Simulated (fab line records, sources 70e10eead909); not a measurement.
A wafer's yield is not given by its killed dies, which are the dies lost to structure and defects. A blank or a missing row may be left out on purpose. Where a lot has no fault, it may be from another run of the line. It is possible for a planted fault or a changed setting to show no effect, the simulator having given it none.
fab line records ; flow nand-harc
[record] lots = 7; wafers = 21; last-day = 33
route steps=1302 shown A_CONTACT@990
lots that met no fault: taken from a fault-free run of the same line
start-h: hours from the record's opening day to when the first of the lot's shown wafers began ; wait-h: hours from the lot's prior step to this one ; " as in the row above ; L1.1+2: one row covering several wafers at once ; - either no value or no given start ; * or withheld: withheld ; < > ~ a bound
route shown NAME@n: names a module that has steps shown in the file, with the first one's number in the route ; usual: mean/standard deviation taken from wafers without a fault ; same: alike in all rows ; chamber/n: place in a boat ; sites: readings site by site ; _std_site: the values' standard deviation ; _edge_site: the outer-site mean with the inner-site mean subtracted ; radius-mm: how far each site lies from the wafer's centre ; mask NAME#n: copy n ; behind: the most recent tool/chamber to have shaped the wafer ; hold: why the lot was held/for how many hours/how that ended ; device: the transistor (n, p or np) that didn't switch ; end of line: tests run on the same wafers once the route is complete ; step lacking rows: just its recipe ; killed: the dies lost at the first sort to structure and to defects; this is not the yield of the wafer ; map: shows each die of a wafer: x if killed, . if not, _ if none is there
set.NAME: the setting that was run; set.NAME@STEP: the one run at that earlier step ; model.NAME: the simulator's own value behind a step, which no gauge read
a table for each step, a row for each wafer; lots at some steps of the route
services: a tool's chamber out of use, with start hour (start-h, from the record's first day; less than 0 if before it), hours out, and reason
[[steps]]
[step NHARC_A_CONTACT_COAT_35]
[recipe] temp-c = 225; time-s = 65
[step NHARC_A_CONTACT_COAT_36]
[recipe] spin-rpm = 1500; resist-thk-nm = 90
[step NHARC_A_CONTACT_SOFTBAKE_37]
[recipe] temp-c = 105; time-s = 55
[step NHARC_A_CONTACT_EBR_38]
[step NHARC_A_CONTACT_EXPOSE_39]
[recipe] na = 1.35; sigma-outer = 0.8; dose-mj = 58.79; mask-id = A_CC_3
[step NHARC_A_CONTACT_PEB_40]
[recipe] peb-temp-c = 100; peb-time-s = 65
[step NHARC_A_CONTACT_DEVELOP_41]
[recipe] develop-time-s = 35; dev-temp-c = 23
[step NHARC_A_CONTACT_CD_MEAS_42]
[recipe] target-cd-nm = 300; landing-energy-ev = 500
[usual] cd-nm = 300.0/0.4
lot.wafer;tool;chamber;start-h;wait-h;cd-nm
L882.1;cd-sem-02;0;488.10;-;299.7
L882.2;cd-sem-02;0;488.10;-;299.7
L882.6;cd-sem-02;0;488.10;-;300.1
L887.2;cd-sem-03;0;518.94;-;300.0
L887.4;cd-sem-03;0;518.94;-;300.1
L887.5;cd-sem-03;0;518.94;-;300.2
L892.3;cd-sem-03;0;562.80;-;300.0
L892.5;cd-sem-03;0;562.80;-;300.4
L892.6;cd-sem-03;0;562.80;-;300.1
L893.1;cd-sem-01;0;565.95;-;299.9
L893.3;cd-sem-01;0;565.95;-;299.8
L893.5;cd-sem-01;0;565.95;-;300.7
L894.3;cd-sem-01;0;575.06;-;300.0
L894.4;cd-sem-01;0;575.06;-;300.7
L894.5;cd-sem-01;0;575.06;-;299.6
L901.1;cd-sem-02;0;640.01;-;299.4
L901.3;cd-sem-02;0;640.01;-;299.9
L901.4;cd-sem-02;0;640.01;-;299.9
L905.2;cd-sem-03;0;695.80;-;300.3
L905.4;cd-sem-03;0;695.80;-;299.7
L905.5;cd-sem-03;0;695.80;-;300.1
[step NHARC_A_CONTACT_OVL_MEAS_43]
[usual] overlay-x-nm = 0.1/0.73; overlay-y-nm = -0.1/0.74
lot.wafer;tool;chamber;start-h;wait-h;overlay-x-nm;overlay-y-nm
L882.1;overlay-01;-;488.19;-;-0.8;0.0
L882.2;overlay-01;-;488.19;-;-0.8;0.2
L882.6;overlay-01;-;488.19;-;-0.4;-0.4
L887.2;overlay-01;-;519.03;-;-0.1;-0.5
L887.4;overlay-01;-;519.03;-;0.0;-0.8
L887.5;overlay-01;-;519.03;-;0.7;-0.4
L892.3;overlay-02;-;562.88;-;-1.7;-1.3
L892.5;overlay-02;-;562.88;-;-1.8;-1.5
L892.6;overlay-02;-;562.88;-;-1.0;-1.3
L893.1;overlay-01;-;566.04;-;0.9;0.1
L893.3;overlay-01;-;566.04;-;0.4;-0.5
L893.5;overlay-01;-;566.04;-;0.7;-0.4
L894.3;overlay-01;-;575.14;-;1.0;1.3
L894.4;overlay-01;-;575.14;-;1.2;0.7
L894.5;overlay-01;-;575.14;-;0.9;0.7
L901.1;overlay-01;-;640.10;-;0.1;0.6
L901.3;overlay-01;-;640.10;-;0.6;0.5
L901.4;overlay-01;-;640.10;-;0.0;0.7
L905.2;overlay-02;-;695.89;-;0.1;-1.4
L905.4;overlay-02;-;695.89;-;0.5;-1.3
L905.5;overlay-02;-;695.89;-;0.4;-1.6
[step NHARC_A_CONTACT_INSPECT_44]
[usual] raw-defect-count = 79/29
lot.wafer;tool;chamber;start-h;wait-h;raw-defect-count
L882.1;defect-inspect-01;-;488.23;0.0;102
L882.2;defect-inspect-01;-;488.23;0.0;103
L882.6;defect-inspect-01;-;488.23;0.0;88
L887.2;defect-inspect-01;-;519.07;0.0;29
L887.4;defect-inspect-01;-;519.07;0.0;13
L887.5;defect-inspect-01;-;519.07;0.0;33
L892.3;defect-inspect-02;-;562.92;0.0;56
L892.5;defect-inspect-02;-;562.92;0.0;73
L892.6;defect-inspect-02;-;562.92;0.0;48
L893.1;defect-inspect-01;-;566.08;0.0;93
L893.3;defect-inspect-01;-;566.08;0.0;78
L893.5;defect-inspect-01;-;566.08;0.0;85
L894.3;defect-inspect-01;-;575.18;0.0;68
L894.4;defect-inspect-01;-;575.18;0.0;65
L894.5;defect-inspect-01;-;575.18;0.0;58
L901.1;defect-inspect-02;-;640.13;0.0;100
L901.3;defect-inspect-02;-;640.13;0.0;130
L901.4;defect-inspect-02;-;640.13;0.0;99
L905.2;defect-inspect-02;-;695.92;0.0;116
L905.4;defect-inspect-02;-;695.92;0.0;113
L905.5;defect-inspect-02;-;695.92;0.0;124
[step NHARC_A_CONTACT_DESCUM_47]
[recipe] time-s = 3; o2-flow-sccm = 200; ar-flow-sccm = 0; bias-power-w = 0; chemistry = O2
[usual] drypump-motor-current-A = 5.8/0.33; oes-product-au = 1.000/0.0074; rf-vpp-V = 57.8/0.87; showerhead-plenum-p-Torr = 1.92/0.11; throttle-valve-pct = 11.310/0.0091
lot.wafer;tool;chamber;start-h;wait-h;drypump-motor-current-A;oes-product-au;rf-hours-counter-h;rf-vpp-V;showerhead-plenum-p-Torr;throttle-valve-pct
L882.1;rie-diel-07;2;488.29;0.1;6.0;1.003;4;59.0;1.88;11.308
L882.2;rie-diel-07;1;488.29;0.1;5.9;0.996;4;58.9;1.91;11.304
L882.6;rie-diel-07;2;488.29;0.1;6.0;1.000;-;57.6;1.88;11.308
L887.4;rie-diel-07;2;519.13;0.1;6.0;1.013;11;58.1;1.87;11.295
L887.2;rie-diel-07;1;519.13;0.1;5.9;1.005;11;58.6;1.91;11.309
L887.5;rie-diel-07;2;519.13;0.1;6.0;1.003;-;57.1;1.87;11.337
L892.3;rie-diel-03;2;562.98;0.1;5.0;1.014;35;58.0;2.02;11.302
L892.6;rie-diel-03;2;562.98;0.1;5.0;1.004;-;58.2;2.02;11.304
L892.5;rie-diel-03;3;562.98;0.1;6.1;1.000;-;58.6;2.06;11.312
L893.3;rie-diel-07;3;566.14;0.1;5.6;0.999;22;56.1;1.78;11.303
L893.1;rie-diel-07;0;566.14;0.1;5.9;1.008;22;57.4;2.07;11.304
L893.5;rie-diel-07;2;566.14;0.1;6.0;1.001;-;57.1;1.87;11.313
L894.3;rie-diel-05;1;575.24;0.1;5.4;1.008;3;57.4;1.93;11.307
L894.4;rie-diel-05;2;575.24;0.1;6.2;1.006;2;58.7;2.08;11.303
L894.5;rie-diel-05;1;575.24;0.1;5.4;0.996;-;57.6;1.93;11.305
L901.3;rie-diel-05;1;640.20;0.1;5.4;0.997;25;57.1;1.93;11.303
L901.1;rie-diel-05;2;640.20;0.1;6.1;1.007;23;59.7;2.07;11.310
L901.4;rie-diel-05;3;640.20;0.1;5.2;1.004;20;59.2;2.01;11.300
L905.4;rie-diel-07;2;695.98;0.1;6.0;1.001;9;56.5;1.87;11.312
L905.2;rie-diel-07;1;695.98;0.1;5.8;0.994;7;57.4;1.90;11.323
L905.5;rie-diel-07;2;695.98;0.1;6.0;1.009;-;57.9;1.87;11.306
[step NHARC_A_CONTACT_ETCH_48]
[recipe] target-depth-a = 390; over-etch-frac = 0.3; time-s = 65; ion-energy-ev = 80; cf4-flow-sccm = 150; ar-flow-sccm = 0; rf-w = 300; bias-w = 100; chemistry = CF4
[usual] bias-w = 99.98/0.3; cf4-flow-sccm = 150.0/0.49; drypump-motor-current-A = 5.8/0.33; oes-product-au = 0.999/0.0069; rf-vpp-V = 151.4/1.3; showerhead-plenum-p-Torr = 1.77/0.094; throttle-valve-pct = 13.285/0.0084
lot.wafer;tool;chamber;start-h;wait-h;bias-w;cf4-flow-sccm;drypump-motor-current-A;oes-product-au;rf-hours-counter-h;rf-vpp-V;showerhead-plenum-p-Torr;throttle-valve-pct
L882.2;rie-diel-07;1;488.37;0.1;100.04;149.8;5.9;0.998;4;151.2;1.77;13.284
L882.1;rie-diel-07;3;488.37;0.1;100.12;149.2;5.6;1.002;5;149.0;1.66;13.299
L882.6;rie-diel-07;1;488.37;0.1;100.00;149.0;5.8;0.987;-;151.4;1.77;13.291
L887.4;rie-diel-07;3;519.21;0.1;100.48;149.9;5.5;1.005;13;148.7;1.65;13.281
L887.2;rie-diel-07;2;519.21;0.1;99.83;149.7;6.0;1.004;11;151.9;1.74;13.301
L887.5;rie-diel-07;3;519.21;0.1;100.25;149.5;5.5;1.003;-;150.2;1.65;13.296
L892.3;rie-diel-03;0;563.13;0.1;100.14;150.6;5.2;1.003;41;149.9;1.69;13.279
L892.6;rie-diel-03;3;563.13;0.1;99.63;150.1;6.1;1.012;-;152.0;1.90;13.276
L892.5;rie-diel-03;0;563.13;0.1;100.12;150.3;5.2;1.000;-;150.0;1.69;13.277
L893.3;rie-diel-07;2;566.23;0.1;99.72;149.8;6.0;1.001;20;149.9;1.73;13.295
L893.1;rie-diel-07;0;566.23;0.1;100.43;150.1;6.0;0.995;22;150.8;1.90;13.281
L893.5;rie-diel-07;2;566.23;0.1;99.59;149.8;6.0;1.002;-;150.9;1.73;13.285
L894.4;rie-diel-05;0;575.33;0.1;100.07;150.0;6.3;0.993;3;153.4;1.89;13.279
L894.3;rie-diel-05;2;575.33;0.1;100.09;149.5;6.1;1.006;3;153.9;1.91;13.273
L894.5;rie-diel-05;3;575.33;0.1;100.15;150.9;5.2;1.006;-;152.4;1.86;13.289
L901.1;rie-diel-05;0;640.28;0.1;100.44;150.5;6.3;0.980;25;154.0;1.88;13.284
L901.4;rie-diel-05;2;640.28;0.1;99.88;150.3;6.1;1.008;23;151.6;1.90;13.281
L901.3;rie-diel-05;3;640.28;0.1;100.02;149.9;5.2;0.998;20;152.2;1.85;13.273
L905.4;rie-diel-07;0;696.07;0.1;99.82;149.4;5.9;0.992;8;153.3;1.90;13.281
L905.2;rie-diel-07;2;696.07;0.1;99.51;149.6;6.0;1.001;9;151.3;1.73;13.274
L905.5;rie-diel-07;0;696.07;0.1;99.52;149.8;5.9;0.984;-;153.9;1.90;13.284
[step NHARC_A_CONTACT_ETCH_49]
[recipe] target-depth-a = 2600; over-etch-frac = 0.3; time-s = 475.3; ion-energy-ev = 200; n2-flow-sccm = 150; h2-flow-sccm = 150; ar-flow-sccm = 0; rf-w = 400; bias-w = 150; chemistry = N2/H2
[usual] bias-w = 150.0/0.45; chamber-pressure-mTorr = 29.998/0.025; drypump-motor-current-A = 5.8/0.33; oes-product-au = 1.000/0.0062; rf-vpp-V = 430/3.4; showerhead-plenum-p-Torr = 2.04/0.12; throttle-valve-pct = 14.172/0.0083
lot.wafer;tool;chamber;start-h;wait-h;bias-w;chamber-pressure-mTorr;drypump-motor-current-A;oes-product-au;rf-hours-counter-h;rf-vpp-V;showerhead-plenum-p-Torr;throttle-valve-pct
L882.2;rie-diel-07;2;488.46;-;150.1;29.975;6.0;1.006;4;429;2.00;14.168
L882.1;rie-diel-07;0;488.46;-;149.7;29.974;5.9;0.993;5;435;2.22;14.176
L882.6;rie-diel-07;3;488.46;-;149.7;29.990;5.6;0.993;-;428;1.90;14.166
L887.2;rie-diel-07;2;519.30;-;150.5;29.961;6.0;0.999;11;429;2.00;14.180
L887.4;rie-diel-07;3;519.30;-;149.1;29.999;5.6;1.003;13;426;1.89;14.187
L887.5;rie-diel-07;3;519.30;-;149.1;29.996;5.6;0.998;-;425;1.89;14.171
L892.3;rie-diel-03;2;563.25;-;-;-;-;-;-;-;-;-
L892.5;rie-diel-03;1;563.25;-;-;-;-;-;-;-;-;-
L892.6;rie-diel-03;2;563.25;-;-;-;-;-;-;-;-;-
L893.1;rie-diel-07;1;566.35;-;-;-;-;-;-;-;-;-
L893.3;rie-diel-07;3;566.35;-;-;-;-;-;-;-;-;-
L893.5;rie-diel-07;1;566.35;-;-;-;-;-;-;-;-;-
L894.4;rie-diel-05;3;575.45;-;-;-;-;-;-;-;-;-
L894.3;rie-diel-05;1;575.45;-;-;-;-;-;-;-;-;-
L894.5;rie-diel-05;3;575.45;-;-;-;-;-;-;-;-;-
L901.3;rie-diel-05;1;640.37;-;149.7;30.001;5.4;1.005;25;432;2.05;14.175
L901.4;rie-diel-05;3;640.37;-;150.3;29.999;5.2;1.004;20;434;2.15;14.169
L901.1;rie-diel-05;0;640.37;-;150.2;30.050;6.3;0.988;26;433;2.19;14.169
L905.2;rie-diel-07;3;696.16;-;150.3;29.953;5.6;0.998;10;425;1.88;14.166
L905.4;rie-diel-07;2;696.16;-;150.3;29.951;6.0;0.998;9;429;1.99;14.166
L905.5;rie-diel-07;3;696.16;-;150.7;30.009;5.6;1.002;-;426;1.88;14.182
[step NHARC_A_CONTACT_ETCH_50]
[recipe] target-depth-a = 1210; time-s = 60.5; cf4-flow-sccm = 100; chf3-flow-sccm = 30; ar-flow-sccm = 0; rf-w = 500; bias-w = 200; chemistry = CF4/CHF3
[usual] bias-w = 200.0/0.51; cf4-flow-sccm = 99.99/0.29; drypump-motor-current-A = 5.8/0.33; oes-product-au = 0.959/0.02; rf-vpp-V = 371.0/2.9; showerhead-plenum-p-Torr = 1.59/0.084; throttle-valve-pct = 16.801/0.0089
lot.wafer;tool;chamber;start-h;wait-h;bias-w;cf4-flow-sccm;drypump-motor-current-A;oes-product-au;rf-hours-counter-h;rf-vpp-V;showerhead-plenum-p-Torr;throttle-valve-pct
L882.2;rie-diel-07;3;-;-;200.4;100.01;5.6;0.964;6;367.6;1.47;16.802
L882.1;rie-diel-07;0;-;-;200.4;99.83;6.0;0.976;5;375.0;1.70;16.788
L882.6;rie-diel-07;2;-;-;200.2;100.02;6.0;0.965;-;369.3;1.54;16.801
L887.4;rie-diel-07;3;-;-;200.0;100.16;5.6;0.963;13;367.0;1.47;16.791
L887.2;rie-diel-07;0;-;-;200.6;99.70;5.9;0.982;14;374.7;1.70;16.798
L887.5;rie-diel-07;0;-;-;200.8;99.65;5.9;0.979;-;374.0;1.70;16.817
L892.3;rie-diel-03;0;-;-;199.7;100.11;5.2;0.924;41;368.8;1.51;16.804
L892.5;rie-diel-03;3;-;-;199.2;99.96;6.1;0.919;-;374.3;1.69;16.798
L892.6;rie-diel-03;0;-;-;200.4;99.99;5.2;0.920;-;368.8;1.51;16.787
L893.1;rie-diel-07;2;-;-;199.9;100.06;6.0;0.972;20;368.5;1.54;16.807
L893.3;rie-diel-07;0;-;-;200.2;99.71;5.9;0.974;22;373.9;1.69;16.793
L893.5;rie-diel-07;2;-;-;200.2;99.89;6.0;0.961;-;368.4;1.54;16.800
L894.3;rie-diel-05;2;-;-;199.9;99.72;6.1;0.958;3;374.7;1.70;16.785
L894.4;rie-diel-05;1;-;-;199.9;100.16;5.3;0.957;3;370.8;1.59;16.807
L894.5;rie-diel-05;3;-;-;201.1;100.04;5.2;0.978;-;374.8;1.65;16.809
L901.3;rie-diel-05;2;-;-;198.9;100.32;6.1;0.920;24;374.6;1.69;16.798
L901.1;rie-diel-05;0;-;-;199.6;100.42;6.3;0.920;26;373.2;1.68;16.807
L901.4;rie-diel-05;1;-;-;200.1;99.76;5.4;0.927;25;371.0;1.58;16.808
L905.2;rie-diel-07;2;-;-;200.2;99.93;6.0;0.963;9;369.5;1.54;16.799
L905.4;rie-diel-07;3;-;-;201.4;99.87;5.5;0.958;10;366.3;1.46;16.802
L905.5;rie-diel-07;1;-;-;200.2;100.34;5.8;0.977;-;370.7;1.56;16.794
[[services]]
tool;chamber;start-h;hours;kind
rie-diel-07;0;480.94;-;clean
rie-diel-07;1;480.94;-;clean
rie-diel-07;2;480.94;-;clean
rie-diel-07;3;480.94;-;clean
rie-diel-07;0;505.62;-;clean
rie-diel-07;1;505.62;-;clean
rie-diel-07;2;505.62;-;clean
rie-diel-07;3;505.62;-;clean
rie-diel-07;0;530.12;-;clean
rie-diel-07;1;530.12;-;clean
rie-diel-07;2;530.12;-;clean
rie-diel-07;3;530.12;-;clean
rie-diel-05;3;534.63;5.9;repair
rie-diel-07;0;554.62;-;clean
rie-diel-07;1;554.62;-;clean
rie-diel-07;2;554.62;-;clean
rie-diel-07;3;554.62;-;clean
rie-diel-07;0;579.12;-;clean
rie-diel-07;1;579.12;-;clean
rie-diel-03;3;607.91;3.9;repair
rie-diel-03;-;611.37;9.0;pm
rie-diel-07;-;624.44;9.0;pm
rie-diel-05;3;649.29;4.2;repair
rie-diel-03;3;669.68;11.9;repair
[[key]]
[first-sign] step = NHARC_A_CONTACT_ETCH_49; reading = tool-record; direction = missing
effect none on later readings
met-at NHARC_A_CONTACT_ETCH_49
struck-wafers L892.3,L892.5,L892.6,L893.1,L893.3,L893.5,L894.3,L894.4,L894.5
later-rows-left-out L892.3,L892.5,L892.6,L893.1,L893.3,L893.5,L894.3,L894.4,L894.5
sort-left-out L892.3,L892.5,L892.6,L893.1,L893.3,L893.5,L894.3,L894.4,L894.5
tester-left-out L892,L893,L894
onset-between 519.30 563.25
[fault] kind = skipped-step-whole; tool = rie-diel-03,rie-diel-05,rie-diel-07; chamber = -; onset-h = 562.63; steps = NHARC_A_CONTACT_ETCH_49; scope = struck-lots-only
// tester-left-out: of these lots the tester's yield and bins aren't shown, on N5 and GAA mostly nor the transistor test; their killed dies are dies lost to structure and defects alone, not to doping, threshold or leakage, so they don't give the yield
// sort-left-out: the simulated sort isn't trusted on such a fault, so these wafers' sort isn't shown, and their yield isn't known
// later-rows-left-out: the simulator's readings of these wafers behind a module that went badly wrong aren't trusted and aren't shown, but for the sort
